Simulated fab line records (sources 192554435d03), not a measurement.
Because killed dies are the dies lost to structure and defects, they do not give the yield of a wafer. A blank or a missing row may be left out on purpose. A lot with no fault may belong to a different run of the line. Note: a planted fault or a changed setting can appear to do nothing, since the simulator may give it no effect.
2 desks, one fault || flow n5Finfet || every desk sees just its own numbers, and what lay behind them comes last

## TOOL OWNER'S DESK, cmp-04
The tool's own readings at N5_ILD0_CMP_12 (polishes SiNx, stops on poly-Si, t overpolish 6 s, target thk 17.67 nm): means of the sampled wafers that have a number, for each lot that ran on this tool. If a lot's mean is further than 4 standard deviations from the usual mean, the lot is out of limits and carries the mark OUT (the distance appears in the brackets).
Columns: A = motorCurrentA at N5_ILD0_CMP_12, usual 8.5 A; B = overpolishRunS at N5_ILD0_CMP_12, usual 6.000 s; C = retainingRingPressureFrac at N5_ILD0_CMP_12, usual 1.000; D = timeToEndpointS at N5_ILD0_CMP_12, usual 27.9 s
{"lot": "L551", "first seen here": "day 4 23:31", "A": 8.9, "B": 5.998, "C": 0.999, "D": 29.7}
{"lot": "L555", "first seen here": "day 5 19:20", "A": 8.2, "B": 5.991, "C": 1.006, "D": 25.8}
{"lot": "L560", "first seen here": "day 7 04:40", "A": 8.9, "B": 6.004, "C": 1.003, "D": 21.4}
{"lot": "L562", "first seen here": "day 7 14:55", "A": 8.6, "B": 6.002, "C": 0.998, "D": 22.5}
{"lot": "L563", "first seen here": "day 7 22:11", "A": 8.9, "B": 6.007, "C": 1.006, "D": 19.6}
This desk found nothing out of limits on any of the 5 lots.

## THE DEFECT DESK
Lot by lot, what the route's inspections counted, given as the mean of those sampled wafers with a number. If a lot's mean is further than 4 standard deviations from the usual mean, the lot is out of limits and carries the mark OUT (the distance appears in the brackets).
Columns: A = rawDefectCount at N5_ILD0_INSPECT_06, usual 38; B = rawDefectCount at N5_SDB_INSPECT_13, usual 69
{"lot": "L549", "first seen here": "day 4 14:50", "A": 33, "B": 89}
{"lot": "L550", "first seen here": "day 4 22:25", "A": 35, "B": 63}
{"lot": "L551", "first seen here": "day 4 23:46", "A": 20, "B": 58}
{"lot": "L552", "first seen here": "day 5 03:13", "A": 61, "B": 50}
{"lot": "L553", "first seen here": "day 5 07:29", "A": 50, "B": 53}
{"lot": "L554", "first seen here": "day 5 13:39", "A": 51, "B": 75}
{"lot": "L555", "first seen here": "day 5 19:40", "A": 27, "B": 71}
{"lot": "L560", "first seen here": "day 7 04:56", "A": 32, "B": 60}
{"lot": "L562", "first seen here": "day 7 15:14", "A": 40, "B": 84}
{"lot": "L563", "first seen here": "day 7 22:26", "A": 43, "B": 60}
{"lot": "L567", "first seen here": "day 8 15:27", "A": 42, "B": 52}
{"lot": "L568", "first seen here": "day 8 23:28", "A": 68, "B": 91}
{"lot": "L570", "first seen here": "day 9 09:56", "A": 44, "B": 64}
This desk found nothing out of limits on any of the 13 lots.

## PUT TOGETHER
Nothing out of limits was seen by the tool owner's desk.
Nothing out of limits was seen by the defect desk.

## WHAT THE SIMULATOR HAD PUT IN
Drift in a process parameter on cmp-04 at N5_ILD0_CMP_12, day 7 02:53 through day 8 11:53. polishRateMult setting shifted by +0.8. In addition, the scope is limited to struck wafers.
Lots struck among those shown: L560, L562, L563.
